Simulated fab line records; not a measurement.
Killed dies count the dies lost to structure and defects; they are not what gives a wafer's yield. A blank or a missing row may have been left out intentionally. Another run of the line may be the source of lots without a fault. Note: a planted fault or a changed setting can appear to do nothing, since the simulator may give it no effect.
Chamber matching | flow n5_finfet | 4 sister chambers for N5_FIN_SAQP_SPACER2_ALD_28 on ald_sin-01
The step deposits SiO2, target thk 8.1 nm, pulse time 1 s, purge time 2 s. 4 wafers are shown with their chamber, then 7 later ones without.

## WAFERS WITH THEIR CHAMBER
wafer  | chamber | heater_power_w (W)
L268.5 | 3       | 416
L268.6 | 2       | 399
L274.1 | 0       | 425
L274.4 | 1       | 465

## WAFERS WHOSE CHAMBER IS MISSING
wafer  | heater_power_w (W)
L274.6 | 421
L280.1 | 404
L280.3 | 483
L280.5 | 430
L281.3 | 477
L281.4 | 456
L281.6 | 405

## WHICH CHAMBER EACH WENT THROUGH
wafer  | from the rows above          | in truth
L274.6 | can't be placed: 0 or 3 or 2 | 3
L280.1 | can't be placed: 2 or 3 or 0 | 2
L280.3 | 1                            | 1
L280.5 | can't be placed: 0 or 3      | 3
L281.3 | 1                            | 1
L281.4 | 1                            | 1
L281.6 | can't be placed: 2 or 3 or 0 | 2
3 of 7 placed correctly. These rows do not allow placing 4 (true chamber among the candidates in 4). Placed wrongly: 0.
How it was worked out, from the rows above alone: a wafer's distance from a chamber is the root of the sum, over the readings, of the square of ((its reading less the chamber's mean) divided by the reading's scatter). The wafer belongs to the nearest chamber; if the next one is less than 2 further off, it can't be placed. For every chamber, the mean is computed from those of its wafers that are shown. The scatter: root of mean squared gap, hidden wafer to nearest shown wafer, with one shown wafer a chamber.
